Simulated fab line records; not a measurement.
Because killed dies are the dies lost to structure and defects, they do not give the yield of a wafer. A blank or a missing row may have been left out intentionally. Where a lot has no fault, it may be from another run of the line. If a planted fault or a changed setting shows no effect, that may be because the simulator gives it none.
Split-lot study / flow n5 finfet / 7 lots, 21 wafers read, on a route of 1938 steps

THE SPLIT ITSELF
At N5_SD_EPI_P_COAT_34 (time 60 s, resist thk 350 nm), the setting spin rpm was moved away from the recipe's 1500 rpm on 9 of the 21 wafers read, by +3.2% to +10.2%. The other wafers ran this setting at the recipe's value.

The split's own step is where the reading is taken.

THE READING
SOC_of_SD_EPI_P_COAT_34.thk nm (the simulator's own value, which no gauge read), in nm, at N5_SD_EPI_P_COAT_34 (time 60 s, resist thk 350 nm). No usual value for it is given in the file. Average 349.5 nm, standard deviation 0.69 nm, over the 12 wafers here run with the recipe.

wafer=L080.2; tool, chamber at the split=litho track-04, 0; spin rpm as run, rpm=1500; against the recipe=recipe; SOC_of_SD_EPI_P_COAT_34.thk nm, nm=349.6; against lot-mates on the recipe=-
wafer=L080.3; tool, chamber at the split=litho track-04, 0; spin rpm as run, rpm=1500; against the recipe=recipe; SOC_of_SD_EPI_P_COAT_34.thk nm, nm=349; against lot-mates on the recipe=-
wafer=L080.4; tool, chamber at the split=litho track-04, 0; spin rpm as run, rpm=1500; against the recipe=recipe; SOC_of_SD_EPI_P_COAT_34.thk nm, nm=349; against lot-mates on the recipe=-
wafer=L081.1; tool, chamber at the split=litho track-04, 0; spin rpm as run, rpm=1500; against the recipe=recipe; SOC_of_SD_EPI_P_COAT_34.thk nm, nm=350.2; against lot-mates on the recipe=-
wafer=L081.4; tool, chamber at the split=litho track-04, 0; spin rpm as run, rpm=1653; against the recipe=+10.2%; SOC_of_SD_EPI_P_COAT_34.thk nm, nm=333; against lot-mates on the recipe=-17.2
wafer=L081.5; tool, chamber at the split=litho track-04, 0; spin rpm as run, rpm=1653; against the recipe=+10.2%; SOC_of_SD_EPI_P_COAT_34.thk nm, nm=333.4; against lot-mates on the recipe=-16.8
wafer=L085.1; tool, chamber at the split=litho track-01, 0; spin rpm as run, rpm=1500; against the recipe=recipe; SOC_of_SD_EPI_P_COAT_34.thk nm, nm=350; against lot-mates on the recipe=-
wafer=L085.2; tool, chamber at the split=litho track-01, 0; spin rpm as run, rpm=1500; against the recipe=recipe; SOC_of_SD_EPI_P_COAT_34.thk nm, nm=350; against lot-mates on the recipe=-
wafer=L085.5; tool, chamber at the split=litho track-01, 0; spin rpm as run, rpm=1500; against the recipe=recipe; SOC_of_SD_EPI_P_COAT_34.thk nm, nm=349.8; against lot-mates on the recipe=-
wafer=L086.2; tool, chamber at the split=litho track-05, 0; spin rpm as run, rpm=1560; against the recipe=+4.0%; SOC_of_SD_EPI_P_COAT_34.thk nm, nm=344.4; against lot-mates on the recipe=-6.2
wafer=L086.4; tool, chamber at the split=litho track-05, 0; spin rpm as run, rpm=1560; against the recipe=+4.0%; SOC_of_SD_EPI_P_COAT_34.thk nm, nm=343.2; against lot-mates on the recipe=-7.4
wafer=L086.6; tool, chamber at the split=litho track-05, 0; spin rpm as run, rpm=1500; against the recipe=recipe; SOC_of_SD_EPI_P_COAT_34.thk nm, nm=350.6; against lot-mates on the recipe=-
wafer=L088.3; tool, chamber at the split=litho track-04, 0; spin rpm as run, rpm=1577; against the recipe=+5.1%; SOC_of_SD_EPI_P_COAT_34.thk nm, nm=339.8; against lot-mates on the recipe=-8.6
wafer=L088.4; tool, chamber at the split=litho track-04, 0; spin rpm as run, rpm=1500; against the recipe=recipe; SOC_of_SD_EPI_P_COAT_34.thk nm, nm=348.4; against lot-mates on the recipe=-
wafer=L088.5; tool, chamber at the split=litho track-04, 0; spin rpm as run, rpm=1500; against the recipe=recipe; SOC_of_SD_EPI_P_COAT_34.thk nm, nm=348.4; against lot-mates on the recipe=-
wafer=L089.3; tool, chamber at the split=litho track-01, 0; spin rpm as run, rpm=1594; against the recipe=+6.3%; SOC_of_SD_EPI_P_COAT_34.thk nm, nm=338.6; against lot-mates on the recipe=-11.4
wafer=L089.4; tool, chamber at the split=litho track-01, 0; spin rpm as run, rpm=1500; against the recipe=recipe; SOC_of_SD_EPI_P_COAT_34.thk nm, nm=350; against lot-mates on the recipe=-
wafer=L089.6; tool, chamber at the split=litho track-01, 0; spin rpm as run, rpm=1594; against the recipe=+6.3%; SOC_of_SD_EPI_P_COAT_34.thk nm, nm=338.8; against lot-mates on the recipe=-11.2
wafer=L097.1; tool, chamber at the split=litho track-01, 0; spin rpm as run, rpm=1500; against the recipe=recipe; SOC_of_SD_EPI_P_COAT_34.thk nm, nm=349; against lot-mates on the recipe=-
wafer=L097.3; tool, chamber at the split=litho track-01, 0; spin rpm as run, rpm=1548; against the recipe=+3.2%; SOC_of_SD_EPI_P_COAT_34.thk nm, nm=343.8; against lot-mates on the recipe=-5.2
wafer=L097.6; tool, chamber at the split=litho track-01, 0; spin rpm as run, rpm=1548; against the recipe=+3.2%; SOC_of_SD_EPI_P_COAT_34.thk nm, nm=342.6; against lot-mates on the recipe=-6.4

THE FIT
A straight line over all 21 wafers: SOC_of_SD_EPI_P_COAT_34.thk nm changes by -1.64 nm for each +1% of spin rpm; r = -0.99; the points scatter about the line by 0.84 nm.
The same after taking each lot's own level away (the mean of its wafers on the recipe; 21 wafers): -1.7 nm for each +1%; r = -1.00; scatter 0.4 nm.
On that fit, the largest move of spin rpm shifts the reading by 17 nm.
The span of the lots' own levels, 348.40 to 350.60 nm, comes to 3.2 times the standard deviation stated above.
The two slopes are in agreement: the lot-to-lot level therefore moves the slope only a little.
Check: -17.5 nm against its lot-mates is what the line predicts for one of the wafers moved furthest among these (+10.2%) when that wafer is left out of the fit. Against them it came out at -17.2 nm.

THE OTHER SPLITS THESE WAFERS WENT THROUGH
Other splits were also applied to these wafers ahead of the reading. Each is held against what the fit with the lots' levels taken away leaves over:
other split on the same wafers=N5_DUMMY_GATE_PECVD_30 time s; wafers away from the commonest value=5; r with SOC_of_SD_EPI_P_COAT_34.thk nm (lot level and that fit taken away)=-0.04
other split on the same wafers=N5_SD_EPI_N_EPI_21 temp c; wafers away from the commonest value=10; r with SOC_of_SD_EPI_P_COAT_34.thk nm (lot level and that fit taken away)=+0.00

FILE'S OWN FIT
SOC_of_SD_EPI_P_COAT_34.thk nm changes by -1.71 nm for each +1% of spin rpm, r = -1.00.
